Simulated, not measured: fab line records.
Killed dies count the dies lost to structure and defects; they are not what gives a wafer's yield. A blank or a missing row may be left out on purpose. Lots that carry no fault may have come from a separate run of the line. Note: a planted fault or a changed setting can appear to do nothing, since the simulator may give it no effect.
Chamber matching :: flow nandHarc :: NHARC_A_CONTACT_ETCH_91 on rieDiel-09 has 4 sister chambers
The step etches the open film in CH3F/O2, target depth 40 nm, time 85.7 s. 36 wafers are shown with their chamber, then 12 later ones without.

== WAFERS WITH THEIR CHAMBER ==
wafer: L076.1
chamber: 1
showerheadPlenumPTorr (Torr): 2.40
drypumpMotorCurrentA (A): 6.4
rfVppV (V): 244.0

wafer: L076.4
chamber: 3
showerheadPlenumPTorr (Torr): 2.59
drypumpMotorCurrentA (A): 5.9
rfVppV (V): 247.5

wafer: L076.6
chamber: 3
showerheadPlenumPTorr (Torr): 2.59
drypumpMotorCurrentA (A): 5.9
rfVppV (V): 245.9

wafer: L077.1
chamber: 3
showerheadPlenumPTorr (Torr): 2.59
drypumpMotorCurrentA (A): 5.9
rfVppV (V): 247.0

wafer: L077.3
chamber: 1
showerheadPlenumPTorr (Torr): 2.39
drypumpMotorCurrentA (A): 6.4
rfVppV (V): 242.7

wafer: L077.5
chamber: 0
showerheadPlenumPTorr (Torr): 2.35
drypumpMotorCurrentA (A): 5.6
rfVppV (V): 243.4

wafer: L079.1
chamber: 0
showerheadPlenumPTorr (Torr): 2.35
drypumpMotorCurrentA (A): 5.6
rfVppV (V): 242.0

wafer: L079.4
chamber: 2
showerheadPlenumPTorr (Torr): 2.32
drypumpMotorCurrentA (A): 5.9
rfVppV (V): 240.6

wafer: L079.5
chamber: 3
showerheadPlenumPTorr (Torr): 2.59
drypumpMotorCurrentA (A): 5.9
rfVppV (V): 245.8

wafer: L078.2
chamber: 1
showerheadPlenumPTorr (Torr): 2.39
drypumpMotorCurrentA (A): 6.4
rfVppV (V): 243.8

wafer: L078.3
chamber: 2
showerheadPlenumPTorr (Torr): 2.32
drypumpMotorCurrentA (A): 5.9
rfVppV (V): 241.4

wafer: L078.4
chamber: 3
showerheadPlenumPTorr (Torr): 2.59
drypumpMotorCurrentA (A): 5.8
rfVppV (V): 246.6

wafer: L080.3
chamber: 1
showerheadPlenumPTorr (Torr): 2.39
drypumpMotorCurrentA (A): 6.5
rfVppV (V): 243.6

wafer: L080.4
chamber: 3
showerheadPlenumPTorr (Torr): 2.59
drypumpMotorCurrentA (A): 5.9
rfVppV (V): 246.1

wafer: L080.5
chamber: 2
showerheadPlenumPTorr (Torr): 2.32
drypumpMotorCurrentA (A): 5.9
rfVppV (V): 243.0

wafer: L081.2
chamber: 3
showerheadPlenumPTorr (Torr): 2.59
drypumpMotorCurrentA (A): 5.8
rfVppV (V): 246.1

wafer: L081.5
chamber: 0
showerheadPlenumPTorr (Torr): 2.34
drypumpMotorCurrentA (A): 5.6
rfVppV (V): 243.7

wafer: L081.6
chamber: 1
showerheadPlenumPTorr (Torr): 2.39
drypumpMotorCurrentA (A): 6.5
rfVppV (V): 244.9

wafer: L083.1
chamber: 0
showerheadPlenumPTorr (Torr): 2.34
drypumpMotorCurrentA (A): 5.6
rfVppV (V): 243.2

wafer: L083.2
chamber: 3
showerheadPlenumPTorr (Torr): 2.59
drypumpMotorCurrentA (A): 5.9
rfVppV (V): 246.1

wafer: L083.6
chamber: 1
showerheadPlenumPTorr (Torr): 2.39
drypumpMotorCurrentA (A): 6.4
rfVppV (V): 242.4

wafer: L084.1
chamber: 0
showerheadPlenumPTorr (Torr): 2.34
drypumpMotorCurrentA (A): 5.6
rfVppV (V): 243.7

wafer: L084.3
chamber: 2
showerheadPlenumPTorr (Torr): 2.31
drypumpMotorCurrentA (A): 5.8
rfVppV (V): 242.2

wafer: L084.6
chamber: 0
showerheadPlenumPTorr (Torr): 2.34
drypumpMotorCurrentA (A): 5.6
rfVppV (V): 241.3

wafer: L085.1
chamber: 0
showerheadPlenumPTorr (Torr): 2.34
drypumpMotorCurrentA (A): 5.6
rfVppV (V): 243.5

wafer: L085.2
chamber: 3
showerheadPlenumPTorr (Torr): 2.59
drypumpMotorCurrentA (A): 5.9
rfVppV (V): 246.4

wafer: L085.5
chamber: 2
showerheadPlenumPTorr (Torr): 2.31
drypumpMotorCurrentA (A): 5.9
rfVppV (V): 240.4

wafer: L088.2
chamber: 2
showerheadPlenumPTorr (Torr): 2.31
drypumpMotorCurrentA (A): 5.9
rfVppV (V): 242.2

wafer: L088.4
chamber: 1
showerheadPlenumPTorr (Torr): 2.39
drypumpMotorCurrentA (A): 6.5
rfVppV (V): 243.9

wafer: L088.5
chamber: 3
showerheadPlenumPTorr (Torr): 2.58
drypumpMotorCurrentA (A): 5.9
rfVppV (V): 245.6

wafer: L089.2
chamber: 1
showerheadPlenumPTorr (Torr): 2.39
drypumpMotorCurrentA (A): 6.5
rfVppV (V): 243.5

wafer: L089.3
chamber: 0
showerheadPlenumPTorr (Torr): 2.34
drypumpMotorCurrentA (A): 5.6
rfVppV (V): 241.3

wafer: L089.4
chamber: 2
showerheadPlenumPTorr (Torr): 2.31
drypumpMotorCurrentA (A): 5.9
rfVppV (V): 241.3

wafer: L090.2
chamber: 2
showerheadPlenumPTorr (Torr): 2.31
drypumpMotorCurrentA (A): 5.8
rfVppV (V): 240.9

wafer: L090.3
chamber: 3
showerheadPlenumPTorr (Torr): 2.58
drypumpMotorCurrentA (A): 5.9
rfVppV (V): 245.4

wafer: L090.4
chamber: 0
showerheadPlenumPTorr (Torr): 2.34
drypumpMotorCurrentA (A): 5.6
rfVppV (V): 241.5

SIGNATURES (means of the wafers above)
reading: showerheadPlenumPTorr
chamber 0: 2.3422
chamber 1: 2.3913
chamber 2: 2.3137
chamber 3: 2.5882
scatter within a chamber: 0.00431

reading: drypumpMotorCurrentA
chamber 0: 5.600
chamber 1: 6.450
chamber 2: 5.875
chamber 3: 5.882
scatter within a chamber: 0.0401

reading: rfVppV
chamber 0: 242.622
chamber 1: 243.600
chamber 2: 241.500
chamber 3: 246.227
scatter within a chamber: 0.846
Rule: for a wafer and a chamber, the distance is found by dividing, reading by reading, the gap between the wafer's reading and the chamber's mean by the reading's scatter, squaring, summing and taking the root. If the next closest chamber is less than 2 further off than the closest, the wafer can't be placed; otherwise it belongs to the closest. How the scatter is found: for the shown wafers, subtract from each reading the mean of its chamber, square and add these, divide the total by (wafers less chambers), then take the root.

== WAFERS MISSING THEIR CHAMBER ==
wafer: L093.1
showerheadPlenumPTorr (Torr): 2.58
drypumpMotorCurrentA (A): 5.9
rfVppV (V): 245.5

wafer: L093.4
showerheadPlenumPTorr (Torr): 2.34
drypumpMotorCurrentA (A): 5.6
rfVppV (V): 243.1

wafer: L093.6
showerheadPlenumPTorr (Torr): 2.58
drypumpMotorCurrentA (A): 5.8
rfVppV (V): 245.1

wafer: L094.1
showerheadPlenumPTorr (Torr): 2.58
drypumpMotorCurrentA (A): 5.9
rfVppV (V): 245.4

wafer: L094.2
showerheadPlenumPTorr (Torr): 2.31
drypumpMotorCurrentA (A): 5.8
rfVppV (V): 241.6

wafer: L094.4
showerheadPlenumPTorr (Torr): 2.34
drypumpMotorCurrentA (A): 5.6
rfVppV (V): 242.9

wafer: L096.2
showerheadPlenumPTorr (Torr): 2.31
drypumpMotorCurrentA (A): 5.9
rfVppV (V): 242.5

wafer: L096.5
showerheadPlenumPTorr (Torr): 2.34
drypumpMotorCurrentA (A): 5.6
rfVppV (V): 241.7

wafer: L096.6
showerheadPlenumPTorr (Torr): 2.38
drypumpMotorCurrentA (A): 6.5
rfVppV (V): 241.7

wafer: L097.1
showerheadPlenumPTorr (Torr): 2.58
drypumpMotorCurrentA (A): 5.9
rfVppV (V): 246.4

wafer: L097.4
showerheadPlenumPTorr (Torr): 2.34
drypumpMotorCurrentA (A): 5.5
rfVppV (V): 242.9

wafer: L097.5
showerheadPlenumPTorr (Torr): 2.38
drypumpMotorCurrentA (A): 6.4
rfVppV (V): 242.9

== WHICH CHAMBER EACH ONE RAN IN ==
wafer: L093.1
from the rows above: 3
in truth: 3

wafer: L093.4
from the rows above: 0
in truth: 0

wafer: L093.6
from the rows above: 3
in truth: 3

wafer: L094.1
from the rows above: 3
in truth: 3

wafer: L094.2
from the rows above: 2
in truth: 2

wafer: L094.4
from the rows above: 0
in truth: 0

wafer: L096.2
from the rows above: 2
in truth: 2

wafer: L096.5
from the rows above: 0
in truth: 0

wafer: L096.6
from the rows above: 1
in truth: 1

wafer: L097.1
from the rows above: 3
in truth: 3

wafer: L097.4
from the rows above: 0
in truth: 0

wafer: L097.5
from the rows above: 1
in truth: 1
Placed correctly: 12 of 12. Left unplaced by these rows: 0. Number placed wrongly: 0.
